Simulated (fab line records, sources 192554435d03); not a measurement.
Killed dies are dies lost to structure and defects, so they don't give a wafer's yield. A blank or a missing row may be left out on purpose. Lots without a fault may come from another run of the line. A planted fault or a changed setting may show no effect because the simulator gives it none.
Chamber matching | flow n5_finfet | N5_FIN_CUT_ETCH_21 on rie_diel-05: 4 sister chambers
The step etches SOC in N2/H2, target depth 219 nm, overetch 43.8 nm, time 523.5 s. 4 wafers are shown with their chamber, then 9 later ones without.

WAFERS WITH THEIR CHAMBER
wafer  | chamber | showerhead_plenum_p_Torr (Torr)
L084.5 | 1       | 2.56
L088.1 | 0       | 2.42
L088.2 | 3       | 2.63
L088.6 | 2       | 2.54

WAFERS WITHOUT THEIR CHAMBER
wafer  | showerhead_plenum_p_Torr (Torr)
L089.1 | 2.42
L089.3 | 2.54
L089.5 | 2.55
L090.2 | 2.63
L090.3 | 2.42
L090.4 | 2.55
L096.1 | 2.42
L096.3 | 2.63
L096.5 | 2.54

WHICH CHAMBER EACH WENT THROUGH
wafer  | from the rows above     | in truth
L089.1 | 0                       | 0
L089.3 | 2                       | 2
L089.5 | can't be placed: 2 or 1 | 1
L090.2 | 3                       | 3
L090.3 | 0                       | 0
L090.4 | can't be placed: 2 or 1 | 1
L096.1 | 0                       | 0
L096.3 | 3                       | 3
L096.5 | 2                       | 2
Placed correctly: 7 of 9. Can't be placed from these rows: 2 (the true chamber is among the candidates in 2). Placed wrongly: 0.
How it was worked out, from the rows above alone: a wafer's distance from a chamber is the root of the sum, over the readings, of the square of ((its reading less the chamber's mean) divided by the reading's scatter). The wafer belongs to the nearest chamber; if the next one is less than 2 further off, it can't be placed. A chamber's mean is the mean of its shown wafers. The scatter: with one shown wafer a chamber, the root of the mean of the squares of how far each hidden wafer lies from its nearest shown one.
